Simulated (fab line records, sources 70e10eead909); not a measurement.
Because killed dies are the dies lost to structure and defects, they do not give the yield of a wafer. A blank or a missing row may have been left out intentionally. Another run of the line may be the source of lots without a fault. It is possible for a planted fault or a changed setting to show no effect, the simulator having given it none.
Which tool was responsible?	flow nandHarc	Sampling: 7 lots, 21 wafers, 2 of 1302 route steps

WHAT EACH GAUGE READ, for each wafer
NHARC_A_ONON_D2_THK_MEAS_05: measures by ellipsometry.
lot	measured	on	thkNm (nm)
L852	day 13 05:54	filmMetro-01	1004 1001 1002
L854	day 13 07:23	filmMetro-02	1003 1003 1001
L860	day 15 11:46	filmMetro-02	695 693 696
L866	day 18 08:05	filmMetro-02	1014 1013 1014
L869	day 19 12:22	filmMetro-01	1006 1006 1005
L870	day 19 20:58	filmMetro-02	1012 1012 1010
L872	day 21 02:22	filmMetro-01	1000 1001 1000

TOOL THAT RAN EACH LOT (tool first, then ch and the chambers of the sampled wafers, then the start)
lot	NHARC_A_ONON_D2_DEP_03
L852	pecvdOnon-03 ch 0, day 13 05:23
L854	pecvdOnon-04 ch 0, day 13 06:52
L860	pecvdOnon-04 ch 0, day 15 11:14
L866	pecvdOnon-01 ch 0, day 18 07:38
L869	pecvdOnon-03 ch 0, day 19 11:55
L870	pecvdOnon-04 ch 0, day 19 20:27
L872	pecvdOnon-03 ch 0, day 21 01:52
- NHARC_A_ONON_D2_DEP_03: target thk 1000 nm.

THE ANSWER, worked out from the rows above alone
Rule: usual is defined by the lots themselves. Put in order of their means at a reading, lots are off if they are a third of the lots or fewer, leave a main group of 4 or more, and stand apart from it by a gap of 3 or more times the standard deviation of the main group's means; of several such gaps the widest counts. The tables above print the reading to a certain number of digits; a main group whose means all agree to those digits is not used. A lot without any number at a reading at which 4 lots or more have one is off too. Any other lot the step has rows for is counted as sound.
Off, at NHARC_A_ONON_D2_THK_MEAS_05 on thkNm: L860. The main group: mean 1006 nm, standard deviation 4.9.
If a tool, at a process step before that reading, ran all the lots that are off and no sound lot after the first of them, it fits. Those tools and the gauges at NHARC_A_ONON_D2_THK_MEAS_05 are tried in the same way. Of those tried, none fits.

WHAT WAS PUT IN BY THE SIMULATOR
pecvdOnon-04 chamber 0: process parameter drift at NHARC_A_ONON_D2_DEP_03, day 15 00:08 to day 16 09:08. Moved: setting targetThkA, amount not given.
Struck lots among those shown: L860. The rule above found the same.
